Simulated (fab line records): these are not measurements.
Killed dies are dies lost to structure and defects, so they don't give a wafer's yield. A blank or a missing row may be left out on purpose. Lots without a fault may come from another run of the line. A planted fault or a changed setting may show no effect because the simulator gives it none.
Problem report, 8D (eight disciplines) form, completed by code | flow n5_finfet | the parts of the form that need people (team, actions taken, sign-off) are left out

== 1. PROBLEM STATEMENT ==
Mean of killed_at_front_end at N5_PASSIVATION_PROBE_49: 138 across 2 wafers in 2 lots; on wafers with no fault it is 38 (standard deviation 12). Relative to the usual mean, that is a shift of +8.3 standard deviations.
Seen first at day 17 19:14 on prober-01, wafer L825.2. The record holds 6 wafers of 2 lots with a number at this step. Rule for "out", or "out of limits": more than 4 standard deviations from the usual mean. The other wafers with a number count as sound.

== 2. WHAT IT IS, AND WHAT IT ISN'T ==
question                    | is                                                                                                                      | is not
which readings at this step | killed_at_front_end, defect_limited_yield, killed_dies, killed_on_rim, sort_bin_5_function, sort_n_pass, sort_yield_pct | killed_at_M0_to_M3, killed_at_M4_up, killed_at_contacts, killed_at_other, killed_open, killed_short
which lots                  | L825, L827                                                                                                              | -
which wafers of those lots  | L825.2, L827.1                                                                                                          | L825.3, L825.5, L827.3, L827.6
read on which tools         | prober-01                                                                                                               | -
when                        | from day 17 19:14                                                                                                       | up to then (0 sound wafers); but 4 sound wafers of L825, L827 came after

== 3. WHAT RULES OUT EACH SUSPECT ==
Counting: if a tool at a process step up to the reading ran every lot that is out, it stays a suspect. Sound lots after the first of them don't rule it out here, since some wafers of a struck lot are sound.
- rie_diel-01 at N5_HKMG_FIN_STRIP_92 (strips SOC in N2/H2, time 20 s): kept. It ran every lot that is out, first L825 (day 7 22:44).
- prober-01 at N5_PASSIVATION_PROBE_49: kept. It ran every lot that is out, first L825 (day 17 19:14). Its own defect_limited_yield, killed_at_front_end, killed_dies, killed_on_rim, sort_bin_5_function, sort_n_pass, sort_yield_pct readings are out on those wafers.
- rie_diel-01, N5_HKMG_FIN_STRIP_92: wafers that are out in chamber 1, sound lot-mates in chambers 0, 2, 3.
After counting, rie_diel-01 at N5_HKMG_FIN_STRIP_92 and prober-01 at N5_PASSIVATION_PROBE_49 remain.

== 4. THE CAUSE (what the simulator had put in) ==
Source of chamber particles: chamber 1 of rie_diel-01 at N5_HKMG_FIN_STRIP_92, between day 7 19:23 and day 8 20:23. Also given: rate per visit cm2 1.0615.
This tool is one of the 2 suspects left after counting.

== 5. THE EFFECT CHAIN, in route order ==
Each row: a reading where the mean over the struck wafers with a number is more than 3 standard deviations away from the usual. Scope: only readings with a usual standard deviation given in the record; hours: median across lots of the time from each lot's start at the first step in this table that gives one to its start at this step; sigmas: change in usual standard deviations.
hours | step                    | reading              | usual  | on struck wafers | change | sigmas
0     | N5_PASSIVATION_PROBE_49 | defect_limited_yield | 91.6 % | 82.2             | -9.4   | -5.9
0     | N5_PASSIVATION_PROBE_49 | killed_at_front_end  | 38     | 138              | +100   | +8.3
0     | N5_PASSIVATION_PROBE_49 | killed_dies          | 99     | 210              | +111   | +6.2
0     | N5_PASSIVATION_PROBE_49 | killed_on_rim        | 13     | 34               | +21    | +5.4
0     | N5_PASSIVATION_PROBE_49 | sort_bin_5_function  | 4.9 %  | 10.5             | +5.6   | +5.6
0     | N5_PASSIVATION_PROBE_49 | sort_n_pass          | 1081   | 970              | -111   | -6.2
0     | N5_PASSIVATION_PROBE_49 | sort_yield_pct       | 91.6 % | 82.2             | -9.4   | -5.9
Its process steps:
- N5_PASSIVATION_PROBE_49

== 6. HOW IT WOULD HAVE BEEN CAUGHT EARLIER ==
First out-of-limits reading in this record: day 17 19:14, which is 240 hours after fault onset at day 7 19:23.
No tool reading at N5_HKMG_FIN_STRIP_92 that has a usual standard deviation in the record was out on any struck wafer, so an alarm limit of 4 standard deviations on those readings would not have fired.
The start of N5_HKMG_FIN_STRIP_92 on rie_diel-01 came by day 17 19:14 for every one of the lots that are out (2). None of them would have been spared by holding the tool at that moment.
